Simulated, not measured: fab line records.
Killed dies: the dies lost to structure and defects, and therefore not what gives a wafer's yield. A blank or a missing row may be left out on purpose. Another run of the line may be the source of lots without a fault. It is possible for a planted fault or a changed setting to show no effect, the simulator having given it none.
fab line records	flow nand_harc
[record] lots = 13	wafers = 38	last_day = 32
route steps=1302 shown A_CHANNEL_FILL_D1@500 A_DECK1_JOINT@542 A_ONON_D2@556 END@1302
lots untouched by any fault: they come from a run of this same line in which no faults occurred
start_h: hours from the record's opening day to when the first of the lot's shown wafers began	wait_h: hours elapsed since this lot's preceding step	" same as the row above	L1.1+2: several wafers, shown together as one row	- no value present, or no start provided	* or withheld: withheld	< > ~ a bound
route shown NAME@n: a module of which the file shows steps, and the number in the route of the first	usual: average and standard deviation across the fault-free wafers	same: alike in all rows	chamber/n: place in a boat	sites: per-site readings	_std_site: how widely they spread, as a standard deviation	_edge_site: mean of outer sites minus mean of inner sites	radius_mm: for every site, how far away it sits from the centre of the wafer	mask NAME#n: copy n	behind: the last tool/chamber to shape the wafer	hold: cause of the lot's hold/its duration in hours/its outcome	device: the transistor (n, p or np) that didn't switch	end of line: the same wafers' tests at the end of the route	where a step has no rows: the recipe by itself	killed: not the wafer's yield, but the dies lost to structure and defects at the first sort	map: the dies of a wafer, with x for killed, . for not killed, _ for no die there
set.NAME: the run value of the setting; set.NAME@STEP: its run value at that earlier step	model.NAME: the simulator's own value behind a step, which no gauge read
the route's steps for a sample of lots (tables are steps, rows are wafers)
services: the hour from which a tool's chamber was out of use, counted from the record's first day as start_h (under 0 if before that day), plus the number of hours and why
[[steps]]
[step NHARC_A_CHANNEL_FILL_D1_ETCHBACK_20]
[recipe] target_depth_a = 270	time_s = 13.5	c4f8_flow_sccm = withheld	o2_flow_sccm = 8	ar_flow_sccm = withheld	rf_w = 600	bias_w = 1500	chemistry = C4F8/O2/Ar
[usual] chamber_pressure_mTorr = 24.998/0.023	oes_product_au = 0.96/0.039	rf_vpp_V = 979/5.3
lot.wafer	tool	chamber	start_h	wait_h	chamber_pressure_mTorr	oes_product_au	rf_hours_counter_h	rf_vpp_V
L342.3	rie_diel-04	3	193.80	-	24.971	0.99	2	973
L342.5	"	1	"	"	25.015	0.99	-	975
L342.6	"	2	"	"	25.012	0.99	-	971
L345.4	rie_diel-04	0	226.06	-	25.038	1.01	2	980
L345.1	"	3	"	"	25.009	1.01	4	974
L345.6	"	1	"	"	25.052	0.99	-	974
L346.3	rie_diel-12	3	241.26	-	24.981	0.92	12	984
L346.2	"	0	"	"	24.999	0.90	11	976
L346.6	"	0	"	"	24.965	0.90	-	976
L349.2	rie_diel-12	0	278.50	-	24.985	0.92	2	976
L349.3	"	1	"	"	24.997	0.91	2	987
L349.4	"	3	"	"	25.006	0.92	2	985
L350.2	rie_diel-12	1	288.18	-	25.004	0.99	3	986
L350.1	"	0	"	"	24.970	1.00	2	976
L350.6	"	1	"	"	25.004	0.99	-	986
L351.4	rie_diel-04	1	296.92	-	25.006	0.92	5	974
L351.1	"	2	"	"	24.988	0.94	6	972
L351.2	"	3	"	"	24.969	0.94	6	973
L354.2	rie_diel-12	2	317.08	-	24.977	1.00	5	985
L354.1	"	3	"	"	24.986	0.99	5	984
L354.3	"	0	"	"	25.004	1.00	4	976
L353.2	rie_diel-03	3	317.08	-	24.987	0.95	2	976
L353.3	"	0	"	"	25.024	0.93	2	984
L353.6	"	2	"	"	25.046	0.94	-	980
L355.4	rie_diel-12	0	332.75	-	25.006	0.99	6	977
L355.2	"	2	"	"	24.989	1.00	6	986
L355.5	"	1	"	"	24.986	1.01	-	983
L356.3	rie_diel-03	3	332.75	-	25.023	1.01	2	975
L356.4	"	1	"	"	24.996	1.01	3	986
L356.6	"	2	"	"	25.023	1.00	-	980
L358.1	rie_diel-12	1	364.77	-	25.017	0.93	8	986
L358.6	"	1	"	"	24.995	0.93	-	984
L358.5	"	2	"	"	25.004	0.92	-	985
L360.2	rie_diel-04	2	384.45	-	24.965	1.01	1	973
L360.3	"	0	"	"	25.032	1.00	1	978
L360.4	"	1	"	"	24.921	0.98	1	975
L361.4	rie_diel-12	0	384.46	-	24.992	0.92	10	975
L361.5	"	2	"	"	24.997	0.91	-	985
[step NHARC_A_CHANNEL_FILL_D1_INSPECT_13]
[usual] raw_defect_count = 313/120
lot.wafer	tool	chamber	start_h	wait_h	raw_defect_count
L342.3	defect_inspect-01	-	217.57	0.0	284
L342.5	"	-	"	"	309
L342.6	"	-	"	"	275
L345.1	defect_inspect-02	-	251.51	0.0	220
L345.4	"	-	"	"	198
L345.6	"	-	"	"	211
L346.2	defect_inspect-01	-	264.91	0.0	210
L346.3	"	-	"	"	183
L346.6	"	-	"	"	183
L349.2	defect_inspect-02	-	302.20	0.0	395
L349.3	"	-	"	"	367
L349.4	"	-	"	"	290
L350.1	defect_inspect-01	-	311.77	0.0	365
L350.2	"	-	"	"	255
L350.6	"	-	"	"	203
L351.1	defect_inspect-01	-	320.50	0.0	201
L351.2	"	-	"	"	287
L351.4	"	-	"	"	335
L353.2	defect_inspect-01	-	342.03	0.0	440
L353.3	"	-	"	"	550
L353.6	"	-	"	"	323
L354.1	defect_inspect-02	-	342.03	0.0	379
L354.2	"	-	"	"	366
L354.3	"	-	"	"	260
L356.3	defect_inspect-02	-	357.10	0.0	290
L356.4	"	-	"	"	375
L356.6	"	-	"	"	262
L355.2	defect_inspect-02	-	357.11	0.0	309
L355.4	"	-	"	"	310
L355.5	"	-	"	"	224
L358.1	defect_inspect-02	-	388.33	0.0	225
L358.5	"	-	"	"	198
L358.6	"	-	"	"	189
L361.4	defect_inspect-02	-	408.04	0.0	222
L361.5	"	-	"	"	531
L360.2	defect_inspect-01	-	408.04	0.0	293
L360.3	"	-	"	"	399
L360.4	"	-	"	"	175
[step NHARC_A_DECK1_JOINT_DEP_16]
[recipe] target_thk_a = 450	temp_c = 400	pressure_torr = 6.5	rf_w = 900	teos_flow_sccm = 161.4	flow_sccm = 2650	target_thk_nm = 45	gas = O2	material = SiO2
[usual] heater_power_w = 555/60	throttle_valve_pct = 15.6/0.39
lot.wafer	tool	chamber	start_h	wait_h	heater_power_w	throttle_valve_pct
L342.3	pecvd-03	0	253.90	0.1	674	15.2
L342.5	"	1	"	"	554	16.0
L342.6	"	0	"	"	678	14.9
L345.1	pecvd-01	1	284.26	0.1	557	16.1
L345.4	"	1	"	"	549	16.4
L345.6	"	2	"	"	488	16.2
L346.3	pecvd-03	1	298.71	0.3	499	15.8
L346.2	"	0	"	"	647	15.3
L346.6	"	0	"	"	652	15.4
L349.3	pecvd-03	1	338.37	0.1	511	16.0
L349.2	"	0	"	"	528	15.3
L349.4	"	1	"	"	516	16.2
L350.1	pecvd-02	0	344.88	0.1	598	15.7
L350.2	"	1	"	"	556	15.8
L350.6	"	0	"	"	599	15.6
L351.1	pecvd-01	2	357.28	0.1	514	15.7
L351.2	"	1	"	"	554	15.1
L351.4	"	1	"	"	544	15.3
L353.3	pecvd-02	0	376.47	0.1	544	15.7
L353.2	"	1	"	"	543	15.8
L353.6	"	0	"	"	567	15.6
L354.1	pecvd-03	0	376.48	0.1	589	15.0
L354.3	"	1	"	"	585	16.0
L354.2	"	2	"	"	487	15.0
L355.2	pecvd-01	0	388.98	0.1	626	15.2
L355.5	"	0	"	"	634	15.3
L355.4	"	2	"	"	500	15.9
L356.3	pecvd-03	0	389.05	0.1	646	15.0
L356.6	"	0	"	"	653	14.8
L356.4	"	1	"	"	510	15.7
L358.1	pecvd-03	1	419.27	0.1	557	16.1
L358.5	"	2	"	"	531	15.3
L358.6	"	0	"	"	618	14.9
L360.3	pecvd-01	0	441.47	0.1	522	15.3
L360.2	"	1	"	"	536	15.4
L360.4	"	2	"	"	501	15.9
L361.5	pecvd-03	2	441.56	0.2	505	15.4
L361.4	"	0	"	"	626	15.3
[step NHARC_A_ONON_D2_DEP_16]
[recipe] target_thk_a = 10000	n2_flow_sccm = 2750	n2o_flow_sccm = 2000	nh3_flow_sccm = 500	sih4_flow_sccm = 210	temp_c = 400
[usual] n2_flow_sccm = 2752/8.3
lot.wafer	tool	chamber	start_h	wait_h	n2_flow_sccm
L342.3	pecvd_onon-04	0	264.29	0.5	2749
L342.5	"	0	"	"	2758
L342.6	"	0	"	"	2761
L345.1	pecvd_onon-02	0	294.88	0.4	2761
L345.4	"	0	"	"	2759
L345.6	"	0	"	"	2756
L346.2	pecvd_onon-04	0	308.89	0.4	2747
L346.3	"	0	"	"	2761
L346.6	"	0	"	"	2748
L349.2	pecvd_onon-03	0	351.96	0.4	2751
L349.3	"	0	"	"	2737
L349.4	"	0	"	"	2757
L350.1	pecvd_onon-02	0	355.42	0.4	2746
L350.2	"	0	"	"	2751
L350.6	"	0	"	"	2743
L351.1	pecvd_onon-04	0	368.13	0.4	2758
L351.2	"	0	"	"	2772
L351.4	"	0	"	"	2756
L354.1	pecvd_onon-04	0	386.77	0.4	2759
L354.2	"	0	"	"	2752
L354.3	"	0	"	"	2750
L353.2	pecvd_onon-02	0	386.83	0.4	2777
L353.3	"	0	"	"	2760
L353.6	"	0	"	"	2756
L355.2	pecvd_onon-03	0	399.45	0.4	2740
L355.4	"	0	"	"	2734
L355.5	"	0	"	"	2747
L356.3	pecvd_onon-04	0	399.51	0.5	2738
L356.4	"	0	"	"	2747
L356.6	"	0	"	"	2747
L358.1	pecvd_onon-04	0	429.31	0.4	2751
L358.5	"	0	"	"	2749
L358.6	"	0	"	"	2746
L361.4	pecvd_onon-04	0	451.66	0.6	2762
L361.5	"	0	"	"	2759
L360.2	pecvd_onon-03	0	451.77	0.7	2745
L360.3	"	0	"	"	2743
L360.4	"	0	"	"	2754
[step NHARC_A_ONON_D2_THK_MEAS_18]
[recipe] thk_meas_gauge = ellipsometry
[usual] thk_nm = 1000/7.5
lot.wafer	tool	chamber	start_h	wait_h	thk_nm
L342.3	film_metro-02	-	264.69	-	1003
L342.5	"	-	"	"	1002
L342.6	"	-	"	"	1003
L345.1	film_metro-01	-	295.38	-	1002
L345.4	"	-	"	"	1002
L345.6	"	-	"	"	1002
L346.2	film_metro-02	-	309.35	-	1004
L346.3	"	-	"	"	1005
L346.6	"	-	"	"	1006
L349.2	film_metro-01	-	352.42	-	990
L349.3	"	-	"	"	989
L349.4	"	-	"	"	989
L350.1	film_metro-01	-	355.92	-	985
L350.2	"	-	"	"	984
L350.6	"	-	"	"	985
L351.1	film_metro-01	-	368.65	-	1001
L351.2	"	-	"	"	1003
L351.4	"	-	"	"	1002
L353.2	film_metro-02	-	387.28	-	1002
L353.3	"	-	"	"	1001
L353.6	"	-	"	"	1001
L354.1	film_metro-01	-	387.29	-	997
L354.2	"	-	"	"	997
L354.3	"	-	"	"	999
L355.2	film_metro-01	-	399.90	-	1011
L355.4	"	-	"	"	1010
L355.5	"	-	"	"	1008
L356.3	film_metro-02	-	399.91	-	986
L356.4	"	-	"	"	986
L356.6	"	-	"	"	986
L358.1	film_metro-01	-	429.82	-	1012
L358.5	"	-	"	"	696
L358.6	"	-	"	"	1013
L361.4	film_metro-01	-	452.00	-	989
L361.5	"	-	"	"	676
L360.2	film_metro-02	-	452.23	-	1001
L360.3	"	-	"	"	1001
L360.4	"	-	"	"	1001
[step NHARC_END_SORT_01]
[recipe] temp_c = 25
[usual] killed_at_array = 62/18	killed_at_other = 0.9/1.2	killed_at_periphery = 4.2/2.9	killed_dies = 67/17	killed_open = 3.6/1.9	killed_short = 2.5/1.6
[same] gross_dies = 677
lot.wafer	tool	chamber	start_h	wait_h	killed_at_array	killed_at_other	killed_at_periphery	killed_dies	killed_open	killed_short
L358.1	prober-01	0	709.94	2.5	73	0	3	76	6	4
L358.5	prober-01	0	713.07	3.6	672	0	5	677	7	2
L358.6	prober-01	0	713.86	3.9	81	3	6	90	7	0
L361.4	prober-01	0	741.84	3.4	86	0	3	89	2	5
L361.5	prober-01	0	742.62	3.6	674	2	1	677	1	1
// killed by level:class
L358.1 A_CHANNEL_HOLE_D2:chamber_film_flake=29 A_CHANNEL_HOLE_D1:chamber_film_flake=20 A_STAIRCASE:chamber_film_flake=7 A_SLIT:chamber_film_flake=4 A_ONON_D2:geometric_particle:open=2 P_GATE:chamber_film_flake=2 A_BONDPAD:chamber_film_flake=2 P_CONTACT:geometric_particle:open=1
L358.5 A_ONON_D2:area_dep=600 A_CHANNEL_HOLE_D1:chamber_film_flake=31 A_CHANNEL_HOLE_D2:chamber_film_flake=22 A_STAIRCASE:chamber_film_flake=4 P_ZERO_WELL:chamber_film_flake=3 A_SLIT:chamber_film_flake=3 A_CONTACT:chamber_film_flake=3 A_CHANNEL_FILL_D2:geometric_particle:open=2
L358.6 A_CHANNEL_HOLE_D1:chamber_film_flake=31 A_CHANNEL_HOLE_D2:chamber_film_flake=22 A_CONTACT:chamber_film_flake=8 A_BONDPAD:chamber_film_flake=7 A_SLIT:chamber_film_flake=4 THIN_TSV:chamber_film_flake=3 A_CONTACT:geometric_particle:open=2 P_ZERO_WELL:chamber_film_flake=2
L361.4 A_CHANNEL_HOLE_D1:chamber_film_flake=26 A_CHANNEL_HOLE_D2:chamber_film_flake=21 A_SLIT:chamber_film_flake=17 A_STAIRCASE:chamber_film_flake=10 A_ONON_D2:geometric_particle:short=2 P_BONDPAD:chamber_film_flake=2 A_CONTACT:chamber_film_flake=2 A_ONON_D1:geometric_particle:short=1
L361.5 A_ONON_D2:area_dep=577 A_CHANNEL_HOLE_D1:chamber_film_flake=31 A_SLIT:chamber_film_flake=27 A_CHANNEL_HOLE_D2:chamber_film_flake=22 A_STAIRCASE:chamber_film_flake=8 A_CONTACT:chamber_film_flake=6 A_WL_FILL:geometric_particle:short=1 STARTING-WAFER:geometric_particle:open=1
[[services]]
tool	chamber	start_h	hours	kind
rie_diel-04	0	175.26	10.0	repair
pecvd_onon-03	-	203.00	13.0	pm
rie_diel-12	1	212.28	13.5	repair
rie_diel-04	-	230.46	1.1	repair
rie_diel-12	-	244.40	9.0	pm
pecvd-01	2	250.12	6.0	repair
pecvd-01	-	254.87	1.4	repair
pecvd_onon-04	-	287.19	13.0	pm
pecvd-01	-	287.26	13.0	pm
pecvd-01	0	306.40	10.8	repair
rie_diel-12	2	309.07	2.7	repair
pecvd-01	-	320.91	0.9	repair
rie_diel-04	-	330.90	9.0	pm
pecvd-01	-	334.89	3.2	repair
pecvd_onon-02	-	342.00	13.0	pm
rie_diel-12	1	342.68	2.5	repair
pecvd-03	-	346.85	13.0	pm
pecvd_onon-03	-	384.00	13.0	pm
pecvd-03	2	392.30	4.0	repair
rie_diel-04	3	405.35	14.3	repair
rie_diel-12	-	421.40	9.0	pm
pecvd-03	-	424.43	0.6	repair
rie_diel-04	2	449.60	5.0	repair
pecvd_onon-04	-	450.25	0.2	repair
[[key]]
[first_sign] step = NHARC_A_ONON_D2_THK_MEAS_18	reading = thk_nm	direction = down	sigmas = 42	usual = 1000	struck = 686
[effect] step = NHARC_END_SORT_01	reading = killed_dies	direction = up	sigmas = 35	usual = 67	struck = 677
[more_kills_born_at] NHARC_A_ONON_D2_DEP_16@pecvd_onon-04 = 1177
met_at NHARC_A_ONON_D2_DEP_16
struck_lots L358,L361
struck_wafers L358.5,L361.5
later_rows_left_out L358.5,L361.5
tester_left_out L358,L361
not_acting_at NHARC_A_CHANNEL_FILL_D1_ETCHBACK_20,NHARC_A_CHANNEL_FILL_D1_INSPECT_13,NHARC_A_DECK1_JOINT_DEP_16
onset_between 399.51 429.31
[fault] kind = process_parameter_drift	tool = pecvd_onon-04	chamber = -	onset_h = 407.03	steps = NHARC_A_ONON_D2_DEP_16	channel = target_thk_a	offset = *	shape = step	end_h = 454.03	scope = struck_wafers_only	acts_in = *	stated = *
// tester_left_out: of these lots the tester's yield and bins aren't shown, on N5 and GAA mostly nor the transistor test; their killed dies are dies lost to structure and defects alone, not to doping, threshold or leakage, so they don't give the yield
// later_rows_left_out: the simulator's readings of these wafers behind a module that went badly wrong aren't trusted and aren't shown, but for the sort
